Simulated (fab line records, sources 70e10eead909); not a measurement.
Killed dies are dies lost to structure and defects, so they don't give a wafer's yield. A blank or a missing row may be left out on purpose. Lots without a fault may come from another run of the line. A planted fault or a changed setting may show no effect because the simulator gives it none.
Chamber matching | flow nand_harc | NHARC_A_STAIRCASE_STRIP_476 on rie_diel-13: 4 sister chambers
The step strips in O2, time 20 s. 14 wafers are shown with their chamber, then 7 later ones without.

WAFERS WITH THEIR CHAMBER
wafer  | chamber | showerhead_plenum_p_Torr (Torr) | drypump_motor_current_A (A) | oes_product_au (a.u.)
L079.2 | 2       | 3.38                            | 6.3                         | 0.993
L079.4 | 0       | 3.60                            | 5.9                         | 1.008
L079.6 | 3       | 3.50                            | 5.4                         | 1.007
L082.1 | 3       | 3.50                            | 5.4                         | 1.020
L082.3 | 2       | 3.38                            | 6.3                         | 1.010
L082.6 | 1       | 3.77                            | 5.7                         | 1.004
L084.1 | 1       | 3.76                            | 5.7                         | 1.004
L084.2 | 0       | 3.60                            | 5.9                         | 1.011
L084.4 | 3       | 3.49                            | 5.4                         | 1.013
L085.1 | 1       | 3.76                            | 5.7                         | 0.993
L085.3 | 0       | 3.59                            | 5.9                         | 1.002
L085.5 | 2       | 3.37                            | 6.4                         | 0.992
L091.3 | 1       | 3.76                            | 5.7                         | 1.004
L091.5 | 0       | 3.59                            | 5.9                         | 1.005

SIGNATURES (means of the wafers above)
reading                  | chamber 0 | chamber 1 | chamber 2 | chamber 3 | scatter within a chamber
showerhead_plenum_p_Torr | 3.5950    | 3.7625    | 3.3767    | 3.4967    | 0.00555
drypump_motor_current_A  | 5.900     | 5.700     | 6.333     | 5.400     | 0.0258
oes_product_au           | 1.00650   | 1.00125   | 0.99833   | 1.01333   | 0.00652
Rule: a wafer's distance from a chamber is the root of the sum, over the readings, of the square of ((its reading less the chamber's mean) divided by the reading's scatter). The wafer belongs to the nearest chamber; if the next one is less than 2 further off, it can't be placed. The scatter: the root of (the sum of the squares of (reading less its chamber's mean) over the shown wafers, divided by (wafers less chambers)).

WAFERS WITHOUT THEIR CHAMBER
wafer  | showerhead_plenum_p_Torr (Torr) | drypump_motor_current_A (A) | oes_product_au (a.u.)
L091.6 | 3.49                            | 5.4                         | 1.002
L094.1 | 3.49                            | 5.4                         | 1.013
L094.2 | 3.75                            | 5.7                         | 1.000
L094.5 | 3.49                            | 5.4                         | 1.014
L097.1 | 3.75                            | 5.7                         | 1.000
L097.2 | 3.48                            | 5.4                         | 0.999
L097.3 | 3.58                            | 5.9                         | 1.008

WHICH CHAMBER EACH WENT THROUGH
wafer  | from the rows above | in truth
L091.6 | 3                   | 3
L094.1 | 3                   | 3
L094.2 | 1                   | 1
L094.5 | 3                   | 3
L097.1 | 1                   | 1
L097.2 | 3                   | 3
L097.3 | 0                   | 0
Placed correctly: 7 of 7. Can't be placed from these rows: 0. Placed wrongly: 0.
